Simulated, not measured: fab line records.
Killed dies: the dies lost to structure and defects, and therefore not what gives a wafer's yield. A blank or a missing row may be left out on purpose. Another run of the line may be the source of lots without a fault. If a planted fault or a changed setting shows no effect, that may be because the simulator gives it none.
Chamber matching / flow nandHarc / NHARC_A_M0_CMP_23 on cmp-01: 3 sister chambers
The step polishes, t overpolish 20 s, target thk 113.75 nm. 16 wafers are shown with their chamber, then 4 later ones without.

## WAFERS, EACH WITH ITS CHAMBER
wafer=L074.1; chamber=2; timeToEndpointS (s)=28.8; motorCurrentA (A)=11.7; retainingRingPressureFrac=1.001
wafer=L074.3; chamber=3; timeToEndpointS (s)=31.6; motorCurrentA (A)=11.7; retainingRingPressureFrac=1.006
wafer=L074.6; chamber=3; timeToEndpointS (s)=31.1; motorCurrentA (A)=12.2; retainingRingPressureFrac=0.997
wafer=L075.3; chamber=3; timeToEndpointS (s)=31.0; motorCurrentA (A)=12.2; retainingRingPressureFrac=1.000
wafer=L075.5; chamber=3; timeToEndpointS (s)=29.9; motorCurrentA (A)=12.4; retainingRingPressureFrac=1.005
wafer=L075.6; chamber=2; timeToEndpointS (s)=30.1; motorCurrentA (A)=12.2; retainingRingPressureFrac=1.006
wafer=L078.2; chamber=3; timeToEndpointS (s)=30.1; motorCurrentA (A)=12.4; retainingRingPressureFrac=0.996
wafer=L078.3; chamber=0; timeToEndpointS (s)=28.5; motorCurrentA (A)=12.4; retainingRingPressureFrac=1.001
wafer=L078.6; chamber=2; timeToEndpointS (s)=29.0; motorCurrentA (A)=12.8; retainingRingPressureFrac=1.002
wafer=L085.1; chamber=2; timeToEndpointS (s)=26.2; motorCurrentA (A)=12.4; retainingRingPressureFrac=0.993
wafer=L085.4; chamber=0; timeToEndpointS (s)=28.8; motorCurrentA (A)=12.8; retainingRingPressureFrac=0.998
wafer=L085.5; chamber=3; timeToEndpointS (s)=29.0; motorCurrentA (A)=10.9; retainingRingPressureFrac=1.003
wafer=L088.3; chamber=0; timeToEndpointS (s)=30.2; motorCurrentA (A)=13.1; retainingRingPressureFrac=0.997
wafer=L088.4; chamber=2; timeToEndpointS (s)=32.0; motorCurrentA (A)=12.5; retainingRingPressureFrac=1.006
wafer=L088.6; chamber=2; timeToEndpointS (s)=31.0; motorCurrentA (A)=11.9; retainingRingPressureFrac=1.000
wafer=L091.2; chamber=0; timeToEndpointS (s)=24.4; motorCurrentA (A)=11.9; retainingRingPressureFrac=1.003

SIGNATURES, as means of the wafers listed above
reading=timeToEndpointS; chamber 0=27.975; chamber 2=29.517; chamber 3=30.450; scatter within a chamber=1.83
reading=motorCurrentA; chamber 0=12.550; chamber 2=12.250; chamber 3=11.967; scatter within a chamber=0.505
reading=retainingRingPressureFrac; chamber 0=0.99975; chamber 2=1.00133; chamber 3=1.00117; scatter within a chamber=0.00416
Rule: for each reading, subtract the chamber's mean from the wafer's reading, divide by that reading's scatter and square the result; add these up over the readings and take the root, which gives the wafer's distance from the chamber. If the next closest chamber is less than 2 further off than the closest, the wafer can't be placed; otherwise it belongs to the closest. The scatter is the square root of a quotient: the sum, over the shown wafers, of each reading's squared deviation from its chamber's mean, divided by wafers minus chambers.

## WAFERS MISSING THEIR CHAMBER
wafer=L091.3; timeToEndpointS (s)=24.3; motorCurrentA (A)=11.9; retainingRingPressureFrac=0.993
wafer=L091.5; timeToEndpointS (s)=27.6; motorCurrentA (A)=12.4; retainingRingPressureFrac=0.993
wafer=L097.5; timeToEndpointS (s)=29.8; motorCurrentA (A)=13.3; retainingRingPressureFrac=1.006
wafer=L096.2; timeToEndpointS (s)=27.7; motorCurrentA (A)=11.8; retainingRingPressureFrac=0.999

## WHICH CHAMBER EACH ONE RAN IN
wafer=L091.3; from the rows above=can't be placed: 0 or 2 or 3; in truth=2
wafer=L091.5; from the rows above=can't be placed: 0 or 2 or 3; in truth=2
wafer=L097.5; from the rows above=can't be placed: 0 or 2 or 3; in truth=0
wafer=L096.2; from the rows above=can't be placed: 2 or 0 or 3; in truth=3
Correctly placed: 0 of 4. Can't be placed from these rows: 4 (the true chamber is among the candidates in 4). Placed wrongly: 0.
